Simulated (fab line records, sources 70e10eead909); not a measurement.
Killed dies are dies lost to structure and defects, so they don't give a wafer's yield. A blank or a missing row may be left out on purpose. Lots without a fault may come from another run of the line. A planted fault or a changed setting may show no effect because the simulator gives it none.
Which tool did it? | flow nand_harc | 12 lots, 36 wafers sampled, at 5 steps of a route of 1302

WHAT THE GAUGES READ, wafer by wafer
NHARC_END_SORT_01. Usual: killed_at_array 44, standard deviation 16; killed_at_other 0.6, standard deviation 1.1; killed_at_periphery 3.9, standard deviation 2.6; killed_dies 48, standard deviation 16; killed_open 3.1, standard deviation 1.9; killed_short 2.4, standard deviation 1.8.
lot  | measured     | on        | killed_at_array | killed_at_other | killed_at_periphery | killed_dies | killed_open | killed_short | flag
L793 | day 24 14:41 | prober-02 | 60 56 46        | 2 0 1           | 3 1 2               | 65 57 49    | 4 3 3       | 1 3 2        |
L794 | day 25 01:07 | prober-01 | 63 61 64        | 0 0 0           | 4 6 2               | 67 67 66    | 2 5 6       | 3 1 5        |
L796 | day 25 09:23 | prober-02 | 13 10 16        | 1 0 0           | 2 4 0               | 16 14 16    | 7 2 2       | 0 2 3        |
L797 | day 25 17:49 | prober-02 | 18 17 18        | 0 0 0           | 0 5 3               | 18 22 21    | 2 2 5       | 0 2 3        |
L798 | day 25 08:57 | prober-01 | 53 67 75        | 1 0 0           | 7 7 3               | 61 74 78    | 4 6 2       | 5 3 0        |
L799 | day 26 12:58 | prober-01 | 59 53 58        | 0 1 1           | 0 3 3               | 59 57 62    | 2 3 4       | 0 2 2        |
L803 | day 28 08:25 | prober-01 | 48 37 37        | 1 0 1           | 5 4 8               | 54 41 46    | 4 2 6       | 7 8 1        |
L804 | day 28 20:40 | prober-02 | 39 45 41        | 2 0 2           | 3 3 3               | 44 48 46    | 1 4 5       | 2 0 0        |
L805 | day 28 21:28 | prober-01 | 18 30 24        | 1 3 0           | 0 2 1               | 19 35 25    | 1 8 6       | 1 7 2        |
L807 | day 31 21:57 | prober-02 | 135 144 140     | 1 1 0           | 2 4 4               | 138 149 144 | 2 4 2       | 2 1 3        | OFF
L808 | day 30 08:06 | prober-01 | 113 115 109     | 1 0 0           | 8 6 3               | 122 121 112 | 3 2 0       | 2 1 0        | OFF
L816 | day 35 09:57 | prober-01 | 48 53 45        | 0 0 1           | 2 2 2               | 50 55 48    | 5 2 2       | 1 1 3        |

WHICH TOOL RAN EACH LOT (tool, then ch and the chambers of the sampled wafers, then the start)
lot  | NHARC_A_CHANNEL_HOLE_D1_ETCH_33  | NHARC_A_CHANNEL_FILL_D1_ALD_03      | NHARC_A_CHANNEL_FILL_D1_ALD_14   | NHARC_A_CHANNEL_FILL_D1_STRIP_29
L793 | har_etch-02 ch 1, day 8 16:41    | ald_sin_batch-01 ch 0, day 8 22:20  | ald_hk-04 ch 0,2,3, day 9 01:56  | rie_diel-09 ch 2,3, day 24 14:41 or earlier
L794 | har_etch-02 ch 0,1, day 8 21:55  | ald_sin_batch-01 ch 0, day 9 03:16  | ald_hk-03 ch 0,1,3, day 9 06:50  | rie_diel-08 ch 0,1,2, day 25 01:07 or earlier
L796 | har_etch-01 ch 0,1, day 10 01:16 | ald_sin_batch-02 ch 0, day 10 04:27 | ald_hk-04 ch 0,2,3, day 10 08:04 | rie_diel-08 ch 0,3, day 25 09:23 or earlier
L797 | har_etch-01 ch 0,1, day 10 11:56 | ald_sin_batch-01 ch 0, day 10 17:17 | ald_hk-03 ch 0,2, day 10 20:50   | rie_diel-08 ch 1,2,3, day 25 17:49 or earlier
L798 | har_etch-02 ch 0,1, day 10 12:20 | ald_sin_batch-01 ch 0, day 10 17:17 | ald_hk-04 ch 0,1,2, day 10 20:53 | rie_diel-09 ch 0,1,3, day 25 08:57 or earlier
L799 | har_etch-01 ch 0,1, day 11 02:05 | ald_sin_batch-03 ch 0, day 11 07:25 | ald_hk-04 ch 0,1,2, day 11 11:04 | rie_diel-08 ch 2,3, day 26 12:58 or earlier
L803 | har_etch-01 ch 0,1, day 12 10:42 | ald_sin_batch-01 ch 0, day 12 16:04 | ald_hk-04 ch 0,3, day 12 19:38   | rie_diel-08 ch 0,1, day 28 08:25 or earlier
L804 | har_etch-01 ch 0,1, day 13 12:38 | ald_sin_batch-01 ch 0, day 13 19:29 | ald_hk-03 ch 0,1,3, day 13 23:01 | rie_diel-05 ch 1,3, day 28 20:40 or earlier
L805 | har_etch-01 ch 0,1, day 13 16:49 | ald_sin_batch-03 ch 0, day 13 22:35 | ald_hk-04 ch 0,1,3, day 14 02:08 | rie_diel-05 ch 0,1,3, day 28 21:28 or earlier
L807 | har_etch-02 ch 0,1, day 14 20:10 | ald_sin_batch-01 ch 0, day 15 01:32 | ald_hk-04 ch 1,2,3, day 15 05:11 | rie_diel-09 ch 0,1,2, day 31 21:57 or earlier
L808 | har_etch-01 ch 0,1, day 14 21:08 | ald_sin_batch-01 ch 0, day 15 01:32 | ald_hk-04 ch 0,1,2, day 15 05:20 | rie_diel-05 ch 0,1,2, day 30 08:06 or earlier
L816 | har_etch-01 ch 0,1, day 18 17:29 | ald_sin_batch-02 ch 0, day 18 22:50 | ald_hk-03 ch 1,2,3, day 19 02:27 | rie_diel-08 ch 1,3, day 35 09:57 or earlier
- NHARC_A_CHANNEL_HOLE_D1_ETCH_33: etches the open film in C4F8/O2/Ar, time 90 s, target depth 400 nm.
- NHARC_A_CHANNEL_FILL_D1_ALD_03: deposits SiNx, target thk 6 nm, pulse time 60 s, ald cycles 58.
- NHARC_A_CHANNEL_FILL_D1_ALD_14: deposits SiO2, target thk 2.5 nm, pulse time 10 s, ald cycles 25.
- NHARC_A_CHANNEL_FILL_D1_STRIP_29: strips in O2, time 20 s.

WHAT THE TOOLS THEMSELVES READ (means of the sampled wafers that have a number; where no wafer has one, the mark that the record gives instead)
NHARC_A_CHANNEL_HOLE_D1_ETCH_33. Usual: bias_v 400 V, standard deviation 3.9; drypump_motor_current_A 5.93 A, standard deviation 0.15; mfc_ar_sccm 374.9 sccm, standard deviation 1.1; showerhead_plenum_p_Torr 3.64 Torr, standard deviation 0.14; throttle_valve_pct 27.620 %, standard deviation 0.0075.
lot  | tool        | bias_v (V) | drypump_motor_current_A (A) | mfc_ar_sccm (sccm) | showerhead_plenum_p_Torr (Torr) | throttle_valve_pct (%) | flag
L793 | har_etch-02 | 399        | 5.63                        | 375.2              | 3.73                            | 27.618                 |
L794 | har_etch-02 | 397        | 5.73                        | 375.2              | 3.63                            | 27.618                 |
L796 | har_etch-01 | 400        | 6.05                        | 374.4              | 3.64                            | 27.620                 |
L797 | har_etch-01 | 399        | 6.02                        | 374.6              | 3.70                            | 27.617                 |
L798 | har_etch-02 | 398        | 5.80                        | 374.6              | 3.53                            | 27.619                 |
L799 | har_etch-01 | 395        | 6.02                        | 373.9              | 3.70                            | 27.626                 |
L803 | har_etch-01 | 404        | 6.04                        | 376.1              | 3.62                            | 27.626                 |
L804 | har_etch-01 | 401        | 6.05                        | 374.7              | 3.61                            | 27.623                 |
L805 | har_etch-01 | 397        | 6.01                        | 375.9              | 3.67                            | 27.618                 |
L807 | har_etch-02 | 397        | 5.73                        | 376.1              | 3.78                            | 27.620                 |
L808 | har_etch-01 | 398        | 6.02                        | 373.9              | 3.67                            | 27.618                 |
L816 | har_etch-01 | 400        | 6.02                        | 375.1              | 3.63                            | 27.620                 |

NHARC_A_CHANNEL_FILL_D1_ALD_03. Usual: precursor_pulse_height_rel 1.001, standard deviation 0.02.
lot  | tool             | precursor_pulse_height_rel | flag
L793 | ald_sin_batch-01 | 0.998                      |
L794 | ald_sin_batch-01 | 1.010                      |
L796 | ald_sin_batch-02 | 0.995                      |
L797 | ald_sin_batch-01 | 0.995                      |
L798 | ald_sin_batch-01 | 0.983                      |
L799 | ald_sin_batch-03 | 1.004                      |
L803 | ald_sin_batch-01 | 0.995                      |
L804 | ald_sin_batch-01 | 0.975                      |
L805 | ald_sin_batch-03 | 0.992                      |
L807 | ald_sin_batch-01 | 0.992                      |
L808 | ald_sin_batch-01 | 1.002                      |
L816 | ald_sin_batch-02 | 0.992                      |

NHARC_A_CHANNEL_FILL_D1_ALD_14. Usual: heater_power_w 464 W, standard deviation 39; precursor_pulse_height_rel 0.999, standard deviation 0.018.
lot  | tool      | heater_power_w (W) | precursor_pulse_height_rel | flag
L793 | ald_hk-04 | 455                | 0.991                      |
L794 | ald_hk-03 | 456                | 0.994                      |
L796 | ald_hk-04 | 461                | 1.010                      |
L797 | ald_hk-03 | 459                | 0.980                      |
L798 | ald_hk-04 | 448                | 0.994                      |
L799 | ald_hk-04 | 442                | 0.983                      |
L803 | ald_hk-04 | 477                | 0.996                      |
L804 | ald_hk-03 | 453                | 0.985                      |
L805 | ald_hk-04 | 462                | 0.984                      |
L807 | ald_hk-04 | 441                | 1.027                      |
L808 | ald_hk-04 | 450                | 0.995                      |
L816 | ald_hk-03 | 489                | 0.993                      |

NHARC_A_CHANNEL_FILL_D1_STRIP_29. Usual: drypump_motor_current_A 5.8 A, standard deviation 0.42; mfc_ar_sccm 0.004 sccm, standard deviation 0.0051; oes_product_au 0.998 a.u., standard deviation 0.0085; rf_vpp_V 57.8 V, standard deviation 0.94; showerhead_plenum_p_Torr 3.51 Torr, standard deviation 0.19; throttle_valve_pct 17.037 %, standard deviation 0.0089.
lot  | tool        | drypump_motor_current_A (A) | mfc_ar_sccm (sccm) | oes_product_au (a.u.) | rf_vpp_V (V) | showerhead_plenum_p_Torr (Torr) | throttle_valve_pct (%) | flag
L793 | rie_diel-09 | 6.0                         | 0.006              | 1.000                 | 58.6         | 3.75                            | 17.027                 |
L794 | rie_diel-08 | 6.2                         | 0.000              | 0.992                 | 58.0         | 3.45                            | 17.041                 |
L796 | rie_diel-08 | 5.9                         | 0.000              | 0.984                 | 57.4         | 3.47                            | 17.036                 |
L797 | rie_diel-08 | 6.2                         | 0.000              | 0.984                 | 57.9         | 3.60                            | 17.024                 |
L798 | rie_diel-09 | 5.9                         | 0.003              | 1.004                 | 58.2         | 3.49                            | 17.020                 |
L799 | rie_diel-08 | 5.9                         | 0.000              | 0.986                 | 58.1         | 3.57                            | 17.040                 |
L803 | rie_diel-08 | 6.5                         | 0.000              | 0.993                 | 57.8         | 3.48                            | 17.035                 |
L804 | rie_diel-05 | 5.3                         | 0.012              | 1.001                 | 58.1         | 3.41                            | 17.035                 |
L805 | rie_diel-05 | 5.5                         | 0.009              | 0.999                 | 58.9         | 3.56                            | 17.035                 |
L807 | rie_diel-09 | 5.7                         | 0.002              | 1.008                 | 57.2         | 3.44                            | 17.049                 |
L808 | rie_diel-05 | 5.8                         | 0.005              | 1.000                 | 57.0         | 3.56                            | 17.037                 |
L816 | rie_diel-08 | 6.5                         | 0.000              | 1.003                 | 58.0         | 3.62                            | 17.040                 |

THE ANSWER, worked out from the rows above alone
Rule: a lot is off if the mean of its wafers that have a number lies more than 3 standard deviations from the usual mean. A lot without any number at a reading at which 4 lots or more have one is off too. The other lots that the step has rows for count as sound. The gauges are gone through in route order, then the tools' own readings, and for those a lot's mean is taken as printed above. The first step at which some lot is off is used, and at that step the reading that is off furthest; a lot without a number counts as furthest.
Off: L807, L808, at NHARC_END_SORT_01 (killed_at_array).
A tool fits if, at a process step before that reading, it ran every lot that is off, and no sound lot after the first of them. The gauges at NHARC_END_SORT_01 are tried like those tools. NHARC_A_CHANNEL_FILL_D1_STRIP_29 gives no start for some lots, so the hours and the order of its lots are those of NHARC_END_SORT_01. Can't be told from this: 2 tools fit, ald_sin_batch-01 at NHARC_A_CHANNEL_FILL_D1_ALD_03, ald_hk-04 at NHARC_A_CHANNEL_FILL_D1_ALD_14.

WHAT THE SIMULATOR HAD PUT IN
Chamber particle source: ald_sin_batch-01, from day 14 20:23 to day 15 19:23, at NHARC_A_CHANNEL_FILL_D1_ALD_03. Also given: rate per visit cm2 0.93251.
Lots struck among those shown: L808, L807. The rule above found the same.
